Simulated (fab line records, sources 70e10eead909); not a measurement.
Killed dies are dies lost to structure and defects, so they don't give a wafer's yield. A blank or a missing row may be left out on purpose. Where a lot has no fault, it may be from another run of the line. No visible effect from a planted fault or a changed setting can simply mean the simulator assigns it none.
Chamber matching + flow nandHarc + 4 sister chambers for NHARC_P_M0_STRIP_18 on rieDiel-02
The step strips in N2/H2. 33 wafers are shown with their chamber, then 12 later ones without.

WAFERS PAIRED WITH THEIR CHAMBERS
| wafer  | chamber | showerheadPlenumPTorr (Torr) | drypumpMotorCurrentA (A) | rfVppV (V) |
|--------|---------|------------------------------|--------------------------|------------|
| L074.1 | 3       | 1.92                         | 6.6                      | 90.3       |
| L074.4 | 3       | 1.92                         | 6.6                      | 89.3       |
| L074.6 | 0       | 2.17                         | 6.2                      | 90.5       |
| L076.1 | 2       | 2.05                         | 6.4                      | 91.6       |
| L076.3 | 1       | 2.03                         | 6.6                      | 90.5       |
| L076.4 | 0       | 2.17                         | 6.2                      | 90.9       |
| L076.2 | 3       | 1.92                         | 6.6                      | 89.0       |
| L076.5 | 3       | 1.92                         | 6.6                      | 90.6       |
| L076.6 | 2       | 2.05                         | 6.4                      | 91.2       |
| L077.2 | 1       | 2.03                         | 6.6                      | 90.5       |
| L077.3 | 3       | 1.92                         | 6.6                      | 89.2       |
| L077.6 | 3       | 1.92                         | 6.6                      | 90.4       |
| L079.3 | 1       | 2.03                         | 6.6                      | 90.3       |
| L079.4 | 0       | 2.17                         | 6.1                      | 91.9       |
| L079.5 | 1       | 2.03                         | 6.6                      | 91.2       |
| L079.1 | 2       | 2.05                         | 6.5                      | 90.4       |
| L079.2 | 3       | 1.92                         | 6.6                      | 91.1       |
| L079.6 | 2       | 2.05                         | 6.4                      | 90.0       |
| L081.2 | 2       | 2.05                         | 6.5                      | 90.3       |
| L081.3 | 2       | 2.05                         | 6.4                      | 91.3       |
| L081.4 | 3       | 1.92                         | 6.6                      | 89.9       |
| L083.1 | 2       | 2.05                         | 6.4                      | 91.2       |
| L083.2 | 0       | 2.17                         | 6.2                      | 91.8       |
| L083.4 | 1       | 2.03                         | 6.6                      | 90.1       |
| L084.1 | 1       | 2.03                         | 6.6                      | 91.0       |
| L084.3 | 3       | 1.92                         | 6.6                      | 89.2       |
| L084.5 | 3       | 1.92                         | 6.6                      | 89.0       |
| L086.1 | 2       | 2.04                         | 6.4                      | 91.5       |
| L086.2 | 1       | 2.03                         | 6.6                      | 90.6       |
| L086.6 | 1       | 2.03                         | 6.6                      | 89.3       |
| L087.1 | 1       | 2.03                         | 6.6                      | 92.0       |
| L087.2 | 0       | 2.17                         | 6.2                      | 90.8       |
| L087.6 | 1       | 2.03                         | 6.6                      | 90.8       |

SIGNATURES, as means of the wafers listed above
| reading               | chamber 0 | chamber 1 | chamber 2 | chamber 3 | scatter within a chamber |
|-----------------------|-----------|-----------|-----------|-----------|--------------------------|
| showerheadPlenumPTorr | 2.1700    | 2.0300    | 2.0488    | 1.9200    | 0.00174                  |
| drypumpMotorCurrentA  | 6.180     | 6.600     | 6.425     | 6.600     | 0.0282                   |
| rfVppV                | 91.180    | 90.630    | 90.938    | 89.800    | 0.694                    |
Rule: for a wafer and a chamber, the distance is found by dividing, reading by reading, the gap between the wafer's reading and the chamber's mean by the reading's scatter, squaring, summing and taking the root. The wafer belongs to the nearest chamber; if the next one is less than 2 further off, it can't be placed. The scatter: the root of (the sum of the squares of (reading less its chamber's mean) over the shown wafers, divided by (wafers less chambers)).

WAFERS MISSING THEIR CHAMBER
| wafer  | showerheadPlenumPTorr (Torr) | drypumpMotorCurrentA (A) | rfVppV (V) |
|--------|------------------------------|--------------------------|------------|
| L091.2 | 2.03                         | 6.6                      | 90.6       |
| L091.4 | 2.16                         | 6.2                      | 90.6       |
| L091.5 | 2.04                         | 6.4                      | 89.9       |
| L094.2 | 2.16                         | 6.2                      | 91.4       |
| L094.4 | 2.02                         | 6.6                      | 90.3       |
| L094.5 | 2.16                         | 6.2                      | 91.2       |
| L093.2 | 2.02                         | 6.6                      | 91.1       |
| L093.4 | 2.16                         | 6.2                      | 92.0       |
| L093.6 | 2.02                         | 6.6                      | 89.2       |
| L097.1 | 1.91                         | 6.6                      | 90.4       |
| L097.2 | 2.04                         | 6.4                      | 91.3       |
| L097.3 | 2.02                         | 6.6                      | 91.0       |

WHICH CHAMBER EACH WENT THROUGH
| wafer  | from the rows above | in truth |
|--------|---------------------|----------|
| L091.2 | 1                   | 1        |
| L091.4 | 0                   | 0        |
| L091.5 | 2                   | 2        |
| L094.2 | 0                   | 0        |
| L094.4 | 1                   | 1        |
| L094.5 | 0                   | 0        |
| L093.2 | 1                   | 1        |
| L093.4 | 0                   | 0        |
| L093.6 | 1                   | 1        |
| L097.1 | 3                   | 3        |
| L097.2 | 2                   | 2        |
| L097.3 | 1                   | 1        |
Correct placement for 12 of the 12. Number that these rows cannot place: 0. 0 placed wrongly.
